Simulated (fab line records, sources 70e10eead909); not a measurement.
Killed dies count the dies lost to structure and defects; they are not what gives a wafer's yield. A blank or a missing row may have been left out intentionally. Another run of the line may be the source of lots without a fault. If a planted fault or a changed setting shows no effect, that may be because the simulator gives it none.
fab line records ; flow nandHarc
[record] lots = 12; wafers = 36; lastDay = 34
route steps=1302 shown A_CHANNEL_FILL_D1@495 END@1302
lots untouched by any fault: they come from a run of this same line in which no faults occurred
startH: hours from the record's opening day to when the first of the lot's shown wafers began ; waitH: hours from the lot's prior step to this one ; " unchanged from the row above ; L1.1+2: a row that stands for several wafers ; - value missing, or start not given ; * or withheld: withheld ; < > ~ a bound
route shown NAME@n: NAME is a module with steps in the file, n the number in the route of the first one ; usual: the fault-free wafers' mean and standard deviation ; same: alike in all rows ; chamber/n: place in a boat ; sites: per-site readings ; _std_site: their standard deviation ; _edge_site: mean of outer sites minus mean of inner sites ; radiusMm: how far each site lies from the wafer's centre ; mask NAME#n: copy n ; behind: the tool/chamber that last shaped the wafer ; hold: cause of the lot's hold/its duration in hours/its outcome ; device: the transistor (n, p or np) that didn't switch ; end of line: tests of these same wafers at the route's end ; step lacking rows: just its recipe ; killed: not the wafer's yield, but the dies lost to structure and defects at the first sort ; map: per-die view of a wafer (x killed, . not killed, _ where there is no die)
set.NAME: the run value of the setting; set.NAME@STEP: its run value at that earlier step ; model.NAME: the simulator's own value behind a step, which no gauge read
a sample of lots followed through the steps of the route, with each step as a table and each wafer as a row
services: a tool's chamber out of use, with start hour (startH, from the record's first day; less than 0 if before it), hours out, and reason
[[steps]]
[step NHARC_A_CHANNEL_FILL_D1_ALD_15]
[recipe] targetThkA = 20; pulseTimeS = 60; aldCycles = 19; tempC = 630; pressureTorr = 2; material = SiNx
[usual] precursorPulseHeightRel = 1.001/0.021
lot.wafer;tool;chamber;startH;waitH;precursorPulseHeightRel
L113.3;aldSinBatch-01;0;-;-;0.986
L113.4;aldSinBatch-01;0;-;-;0.981
L113.6;aldSinBatch-01;0;-;-;1.003
L115.1;aldSinBatch-02;0;-;-;0.992
L115.4;aldSinBatch-02;0;-;-;0.972
L115.6;aldSinBatch-02;0;-;-;0.970
L116.1;aldSinBatch-02;0;-;-;0.987
L116.3;aldSinBatch-02;0;-;-;1.017
L116.5;aldSinBatch-02;0;-;-;0.977
L121.1;aldSinBatch-01;0;-;-;0.995
L121.2;aldSinBatch-01;0;-;-;0.980
L121.6;aldSinBatch-01;0;-;-;1.049
L120.2;aldSinBatch-01;0;-;-;1.030
L120.5;aldSinBatch-01;0;-;-;1.012
L120.6;aldSinBatch-01;0;-;-;0.986
L122.1;aldSinBatch-01;0;-;-;0.998
L122.2;aldSinBatch-01;0;-;-;1.004
L122.6;aldSinBatch-01;0;-;-;0.988
L123.1;aldSinBatch-01;0;-;-;0.966
L123.3;aldSinBatch-01;0;-;-;0.992
L123.6;aldSinBatch-01;0;-;-;1.002
L129.2;aldSinBatch-03;0;-;-;0.965
L129.3;aldSinBatch-03;0;-;-;0.965
L129.4;aldSinBatch-03;0;-;-;0.977
L130.2;aldSinBatch-01;0;-;-;1.012
L130.4;aldSinBatch-01;0;-;-;1.023
L130.5;aldSinBatch-01;0;-;-;1.048
L134.1;aldSinBatch-01;0;414.28;3.1;0.992
L134.3;aldSinBatch-01;0;414.28;3.1;1.008
L134.5;aldSinBatch-01;0;414.28;3.1;1.012
L135.2;aldSinBatch-02;0;432.46;3.0;1.000
L135.5;aldSinBatch-02;0;432.46;3.0;1.009
L135.6;aldSinBatch-02;0;432.46;3.0;0.975
L136.1;aldSinBatch-02;0;432.46;3.1;0.996
L136.4;aldSinBatch-02;0;432.46;3.1;0.995
L136.5;aldSinBatch-02;0;432.46;3.1;1.015
[step NHARC_A_CHANNEL_FILL_D1_ALD_16]
[recipe] targetThkA = 15; pulseTimeS = 10; aldCycles = 15; tempC = 300; material = SiO2
[usual] heaterPowerW = 486/42; precursorPulseHeightRel = 0.999/0.019
lot.wafer;tool;chamber;startH;waitH;heaterPowerW;precursorPulseHeightRel
L113.3;aldHk-04;3;204.12;0.0;493;1.032
L113.4;aldHk-04;2;204.12;0.0;483;1.002
L113.6;aldHk-04;0;204.12;0.0;520;1.028
L115.1;aldHk-02;1;215.35;0.0;531;0.999
L115.4;aldHk-02;0;215.35;0.0;463;0.981
L115.6;aldHk-02;1;215.35;0.0;519;0.983
L116.3;aldHk-04;3;231.59;0.0;507;1.019
L116.1;aldHk-04;1;231.59;0.0;541;0.997
L116.5;aldHk-04;0;231.59;0.0;514;0.998
L121.1;aldHk-01;3;286.29;0.1;530;1.044
L121.2;aldHk-01;0;286.29;0.1;447;1.010
L121.6;aldHk-01;3;286.29;0.1;535;1.016
L120.2;aldHk-04;3;289.47;0.1;501;1.012
L120.5;aldHk-04;0;289.47;0.1;496;0.995
L120.6;aldHk-04;1;289.47;0.1;551;1.007
L123.3;aldHk-01;1;293.83;0.0;505;0.997
L123.1;aldHk-01;3;293.83;0.0;522;1.013
L123.6;aldHk-01;2;293.83;0.0;464;0.979
L122.1;aldHk-02;0;293.87;0.1;453;1.007
L122.2;aldHk-02;1;293.87;0.1;530;1.011
L122.6;aldHk-02;2;293.87;0.1;393;0.983
L129.3;aldHk-02;0;364.78;0.1;452;1.032
L129.2;aldHk-02;1;364.78;0.1;555;1.002
L129.4;aldHk-02;2;364.78;0.1;407;0.992
L130.2;aldHk-01;3;375.24;0.1;523;1.002
L130.4;aldHk-01;1;375.24;0.1;483;0.976
L130.5;aldHk-01;3;375.24;0.1;535;1.019
L134.3;aldHk-01;2;416.43;0.2;468;0.993
L134.1;aldHk-01;3;416.43;0.2;543;0.960
L134.5;aldHk-01;1;416.43;0.2;482;0.985
L135.2;aldHk-01;2;439.66;5.2;460;1.011
L135.5;aldHk-01;0;439.66;5.2;450;1.003
L135.6;aldHk-01;1;439.66;5.2;492;0.969
L136.4;aldHk-01;2;439.88;5.4;468;0.992
L136.1;aldHk-01;0;439.88;5.4;449;0.969
L136.5;aldHk-01;3;439.88;5.4;525;1.021
[step NHARC_A_CHANNEL_FILL_D1_ETCHBACK_19]
[recipe] targetDepthA = 50; timeS = 1.7; hbrFlowSccm = 150; cl2FlowSccm = 50; rfW = 400; icpW = 400; biasW = 100; chemistry = HBr/Cl2
[usual] biasW = 100.00/0.3; chamberPressureMTorr = 15.001/0.014; drypumpMotorCurrentA = 5.7/0.42; oesProductAu = 0.999/0.0072; throttleValvePct = 26.406/0.0092; timeS = 1.7/0
lot.wafer;tool;chamber;startH;waitH;biasW;chamberPressureMTorr;drypumpMotorCurrentA;oesProductAu;rfHoursCounterH;throttleValvePct;timeS
L113.3;rieSi-05;0;215.84;0.4;99.96;15.001;5.0;1.005;0.5;26.402;1.7
L113.4;rieSi-05;1;215.84;0.4;100.11;15.008;5.0;0.999;0.4;26.421;1.7
L113.6;rieSi-05;0;215.84;0.4;99.33;15.013;5.0;0.992;-;26.410;1.7
L115.4;rieSi-06;1;227.19;0.4;100.22;14.980;6.2;0.998;1.0;26.416;1.7
L115.1;rieSi-06;3;227.19;0.4;100.01;14.986;5.9;0.992;1.0;26.409;1.7
L115.6;rieSi-06;0;227.19;0.4;99.75;15.047;4.9;1.005;-;26.407;1.7
L116.3;rieSi-01;1;243.61;0.4;100.07;14.992;6.2;0.997;0.2;26.398;1.7
L116.1;rieSi-01;2;243.61;0.4;99.77;14.998;6.0;1.013;0.1;26.405;1.7
L116.5;rieSi-01;3;243.61;0.4;99.86;15.016;5.4;0.990;-;26.403;1.7
L121.1;rieSi-01;2;298.19;0.4;99.99;15.016;6.0;0.992;0.4;26.408;1.7
L121.2;rieSi-01;1;298.19;0.4;100.03;15.011;6.3;0.994;0.5;26.412;1.7
L121.6;rieSi-01;3;298.19;0.4;100.12;14.997;5.4;0.994;-;26.398;1.7
L120.2;rieSi-05;2;301.41;0.4;99.88;15.003;6.0;0.996;0.9;26.425;1.7
L120.6;rieSi-05;3;301.41;0.4;99.82;15.013;5.5;1.004;-;26.397;1.7
L120.5;rieSi-05;0;301.41;0.4;100.21;15.017;5.0;1.003;-;26.408;1.7
L123.1;rieSi-06;1;309.01;0.4;99.01;14.998;6.2;1.004;0.3;26.407;1.7
L123.3;rieSi-06;0;309.01;0.4;99.64;15.005;5.0;0.999;0.3;26.402;1.7
L123.6;rieSi-06;1;309.01;0.4;99.33;14.977;6.2;0.998;-;26.396;1.7
L122.2;rieSi-01;1;309.02;0.4;100.06;15.011;6.2;1.002;0.6;26.403;1.7
L122.1;rieSi-01;2;309.02;0.4;100.34;14.991;6.0;1.006;0.5;26.413;1.7
L122.6;rieSi-01;0;309.02;0.4;100.43;15.012;5.7;1.004;-;26.399;1.7
L129.2;rieSi-06;1;378.78;0.4;-;-;-;-;-;-;-
L129.4;rieSi-06;3;378.78;0.4;-;-;-;-;-;-;-
L129.3;rieSi-06;0;378.78;0.4;-;-;-;-;-;-;-
L130.2;rieSi-05;0;387.22;0.4;-;-;-;-;-;-;-
L130.4;rieSi-05;1;387.22;0.4;-;-;-;-;-;-;-
L130.5;rieSi-05;3;387.22;0.4;-;-;-;-;-;-;-
L134.1;rieSi-01;3;428.80;0.4;100.30;15.005;5.4;0.995;0.3;26.408;1.7
L134.3;rieSi-01;0;428.80;0.4;100.65;14.993;5.6;1.011;0.3;26.407;1.7
L134.5;rieSi-01;1;428.80;0.4;99.88;15.004;6.2;1.015;-;26.404;1.7
L136.1;rieSi-01;2;451.49;0.4;100.14;15.007;6.0;1.005;0.3;26.406;1.7
L136.4;rieSi-01;3;451.49;0.4;100.10;15.000;5.3;0.996;0.4;26.404;1.7
L136.5;rieSi-01;3;451.49;0.4;100.25;14.994;5.3;0.994;-;26.402;1.7
L135.2;rieSi-05;2;451.53;0.4;100.05;15.028;6.0;1.005;0.8;26.401;1.7
L135.5;rieSi-05;3;451.53;0.4;100.02;14.988;5.4;0.985;-;26.404;1.7
L135.6;rieSi-05;0;451.53;0.4;100.12;15.018;5.0;0.979;-;26.414;1.7
[step NHARC_A_CHANNEL_FILL_D1_STRIP_28]
[recipe] timeS = 20; o2FlowSccm = 500; arFlowSccm = 0; biasW = 0; chemistry = O2
[usual] drypumpMotorCurrentA = 5.87/0.25; oesProductAu = 1.000/0.0069; rfVppV = 57.7/0.92; showerheadPlenumPTorr = 3.49/0.13; throttleValvePct = 17.036/0.0086
[same] timeS = 20
lot.wafer;tool;chamber;startH;waitH;drypumpMotorCurrentA;oesProductAu;rfHoursCounterH;rfVppV;showerheadPlenumPTorr;throttleValvePct
L113.3;rieDiel-05;1;216.08;0.1;5.88;1.007;11.7;56.3;3.38;17.040
L113.4;rieDiel-05;1;216.08;0.1;5.90;1.006;-;57.8;3.38;17.039
L113.6;rieDiel-05;2;216.08;0.1;5.94;1.000;-;57.6;3.33;17.028
L115.4;rieDiel-08;2;227.40;0.1;5.79;0.995;1.3;59.5;3.58;17.030
L115.1;rieDiel-08;3;227.40;0.1;5.57;0.982;1.4;60.6;3.57;17.035
L115.6;rieDiel-08;1;227.40;0.1;6.25;0.995;-;58.3;3.49;17.037
L116.3;rieDiel-11;1;243.80;0.1;5.98;0.992;6.7;58.5;3.51;17.040
L116.1;rieDiel-11;2;243.80;0.1;5.88;1.006;7.3;57.9;3.39;17.035
L116.5;rieDiel-11;1;243.80;0.1;5.97;0.988;-;55.8;3.51;17.025
L121.2;rieDiel-08;0;298.42;0.1;6.41;0.998;4.9;56.6;3.66;17.031
L121.1;rieDiel-08;1;298.42;0.1;6.24;0.988;4.6;58.0;3.49;17.032
L121.6;rieDiel-08;3;298.42;0.1;5.59;0.998;-;57.5;3.56;17.025
L120.2;rieDiel-08;3;301.60;0.1;5.54;0.993;5.3;58.0;3.57;17.039
L120.6;rieDiel-08;1;301.60;0.1;6.26;0.985;-;57.5;3.49;17.038
L120.5;rieDiel-08;2;301.60;0.1;5.81;0.992;-;58.5;3.58;17.042
L123.3;rieDiel-11;2;309.23;0.1;5.90;1.001;2.7;58.2;3.39;17.027
L123.1;rieDiel-11;3;309.23;0.1;5.39;1.006;1.9;57.0;3.41;17.024
L123.6;rieDiel-11;3;309.23;0.1;5.40;1.000;-;57.2;3.41;17.039
L122.1;rieDiel-05;0;309.23;0.1;5.78;1.002;3.4;55.8;3.32;17.046
L122.2;rieDiel-05;1;309.23;0.1;5.88;0.998;3.8;57.5;3.37;17.030
L122.6;rieDiel-05;0;309.23;0.1;5.81;1.003;-;57.8;3.32;17.041
L129.2;rieDiel-08;3;379.00;0.1;5.58;1.008;0.0;59.4;3.56;17.036
L129.4;rieDiel-08;0;379.00;0.1;6.39;1.009;0.0;59.0;3.65;17.031
L129.3;rieDiel-08;1;379.00;0.1;6.21;1.001;0.0;56.6;3.49;17.033
L130.2;rieDiel-08;3;387.42;0.1;5.56;0.996;0.1;57.2;3.56;17.038
L130.4;rieDiel-08;0;387.42;0.1;6.40;1.000;0.1;59.5;3.65;17.032
L130.5;rieDiel-08;3;387.42;0.1;5.57;0.996;-;57.7;3.56;17.039
L134.1;rieDiel-05;3;429.00;0.1;5.81;0.998;0.2;56.8;3.78;17.018
L134.3;rieDiel-05;0;429.00;0.1;5.75;0.996;0.2;57.5;3.31;17.043
L134.5;rieDiel-05;2;429.00;0.1;5.97;0.998;-;56.5;3.33;17.033
L135.2;rieDiel-11;1;451.72;0.1;5.94;1.002;0.1;57.6;3.51;17.043
L135.5;rieDiel-11;0;451.72;0.1;5.90;0.988;-;58.5;3.55;17.031
L135.6;rieDiel-11;1;451.72;0.1;5.95;1.004;-;57.2;3.51;17.036
L136.1;rieDiel-08;0;451.72;0.1;6.42;0.991;3.1;57.1;3.65;17.034
L136.4;rieDiel-08;2;451.72;0.1;5.82;1.001;2.9;57.7;3.57;17.036
L136.5;rieDiel-08;0;451.72;0.1;6.42;0.997;-;56.8;3.65;17.038
[step NHARC_END_SORT_01]
[recipe] tempC = 25
[usual] killedAtArray = 53/21; killedAtOther = 1.0/1.3; killedAtPeriphery = 3.8/2.4; killedDies = 58/21; killedOpen = 3.4/1.9; killedShort = 2.4/1.5
[same] grossDies = 677
lot.wafer;tool;chamber;startH;waitH;killedAtArray;killedAtOther;killedAtPeriphery;killedDies;killedOpen;killedShort
L129.2;prober-02;0;743.50;2.8;672;1;4;677;3;5
L129.3;prober-02;0;744.32;3.1;673;0;4;677;4;2
L129.4;prober-02;0;745.13;3.4;673;0;4;677;4;0
L130.2;prober-01;0;743.51;2.8;671;3;3;677;2;3
L130.4;prober-01;0;745.10;3.4;673;1;3;677;2;3
L130.5;prober-01;0;745.90;3.7;671;3;3;677;2;3
// killed by level:class
L129.2 A_CHANNEL_FILL_D1:areaEtchback=599 A_SLIT:chamberFilmFlake=21 A_CHANNEL_HOLE_D2:chamberFilmFlake=17 A_CHANNEL_HOLE_D1:chamberFilmFlake=13 A_CONTACT:chamberFilmFlake=8 A_CHANNEL_FILL_D2:chamberFilmFlake=5 A_WL_FILL:geometricParticle:short=2 P_ZERO_WELL:chamberFilmFlake=2
L130.2 A_CHANNEL_FILL_D1:areaEtchback=645 A_CHANNEL_HOLE_D1:chamberFilmFlake=15 P_GATE:chamberFilmFlake=3 A_SLIT:chamberFilmFlake=3 THIN_TSV:chamberFilmFlake=3 A_STAIRCASE:chamberFilmFlake=2 A_CHANNEL_HOLE_D1:geometricParticle:short=1 A_WL_FILL:geometricParticle:short=1
L129.3 A_CHANNEL_FILL_D1:areaEtchback=567 A_CHANNEL_HOLE_D1:chamberFilmFlake=40 A_SLIT:chamberFilmFlake=18 A_CONTACT:chamberFilmFlake=16 A_CHANNEL_HOLE_D2:chamberFilmFlake=15 A_CHANNEL_FILL_D2:chamberFilmFlake=5 A_STAIRCASE:chamberFilmFlake=5 P_STI:chamberFilmFlake=2
L130.4 A_CHANNEL_FILL_D1:areaEtchback=639 A_CHANNEL_HOLE_D1:chamberFilmFlake=17 A_SLIT:chamberFilmFlake=7 A_CHANNEL_FILL_D2:chamberFilmFlake=3 P_GATE:chamberFilmFlake=2 P_CONTACT:geometricParticle:short=1 A_ONON_D1:geometricParticle:short=1 A_CHANNEL_FILL_D1:geometricParticle:short=1
L129.4 A_CHANNEL_FILL_D1:areaEtchback=601 A_SLIT:chamberFilmFlake=20 A_CHANNEL_HOLE_D1:chamberFilmFlake=16 A_CHANNEL_HOLE_D2:chamberFilmFlake=15 A_CONTACT:chamberFilmFlake=9 A_CHANNEL_FILL_D1:chamberFilmFlake=3 A_CHANNEL_FILL_D2:chamberFilmFlake=3 P_M2:geometricParticle:open=1
L130.5 A_CHANNEL_FILL_D1:areaEtchback=613 A_CHANNEL_HOLE_D1:chamberFilmFlake=40 A_STAIRCASE:chamberFilmFlake=3 A_SLIT:chamberFilmFlake=3 A_WL_FILL:chamberFilmFlake=3 THIN_TSV:chamberFilmFlake=3 P_GATE:chamberFilmFlake=2 A_CHANNEL_FILL_D2:chamberFilmFlake=2
[[services]]
tool;chamber;startH;hours;kind
rieDiel-11;1;179.52;4.2;repair
rieDiel-11;3;189.08;8.6;repair
rieDiel-08;-;190.80;9.0;pm
rieSi-01;-;193.00;9.0;pm
rieDiel-05;3;197.69;20.2;repair
rieDiel-11;3;202.24;6.2;repair
rieDiel-05;-;229.60;9.0;pm
rieSi-06;1;236.49;3.0;repair
aldHk-04;-;237.50;1.5;repair
rieDiel-08;1;238.27;7.7;repair
rieSi-06;0;241.95;3.2;repair
rieDiel-08;-;242.98;0.8;repair
aldSinBatch-02;-;266.00;26.0;pm
rieDiel-08;0;274.41;3.5;repair
aldHk-01;-;298.83;10.0;pm
rieSi-05;-;305.05;9.0;pm
rieSi-05;-;318.84;16.5;repair
aldSinBatch-02;-;330.39;4.0;repair
rieSi-05;-;352.10;0.3;repair
rieDiel-08;-;352.35;0.3;repair
rieDiel-08;-;367.80;9.0;pm
rieSi-01;-;370.00;9.0;pm
rieSi-05;-;404.99;0.1;repair
rieSi-05;3;417.00;1.2;repair
[[key]]
[firstSign] step = NHARC_A_CHANNEL_FILL_D1_ETCHBACK_19; reading = toolRecord; direction = missing
[effect] step = NHARC_END_SORT_01; reading = killedDies; direction = up; sigmas = 30; usual = 58; struck = 677
[moreKillsBornAt] NHARC_A_CHANNEL_FILL_D1_ETCHBACK_19@rieSi-05 = 1897; NHARC_A_CHANNEL_FILL_D1_ETCHBACK_19@rieSi-06 = 1767
metAt NHARC_A_CHANNEL_FILL_D1_ETCHBACK_19
struckLots L129,L130
laterRowsLeftOut L129.2,L129.3,L129.4,L130.2,L130.4,L130.5
testerLeftOut L129,L130
notActingAt NHARC_A_CHANNEL_FILL_D1_ALD_15,NHARC_A_CHANNEL_FILL_D1_ALD_16,NHARC_A_CHANNEL_FILL_D1_STRIP_28
onsetBetween 309.01 378.78
[fault] kind = skippedStepWhole; tool = rieSi-05,rieSi-06; chamber = -; onsetH = 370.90; steps = NHARC_A_CHANNEL_FILL_D1_ETCHBACK_19; scope = struckLotsOnly
// testerLeftOut: of these lots the tester's yield and bins aren't shown, on N5 and GAA mostly nor the transistor test; their killed dies are dies lost to structure and defects alone, not to doping, threshold or leakage, so they don't give the yield
// laterRowsLeftOut: the simulator's readings of these wafers behind a module that went badly wrong aren't trusted and aren't shown, but for the sort
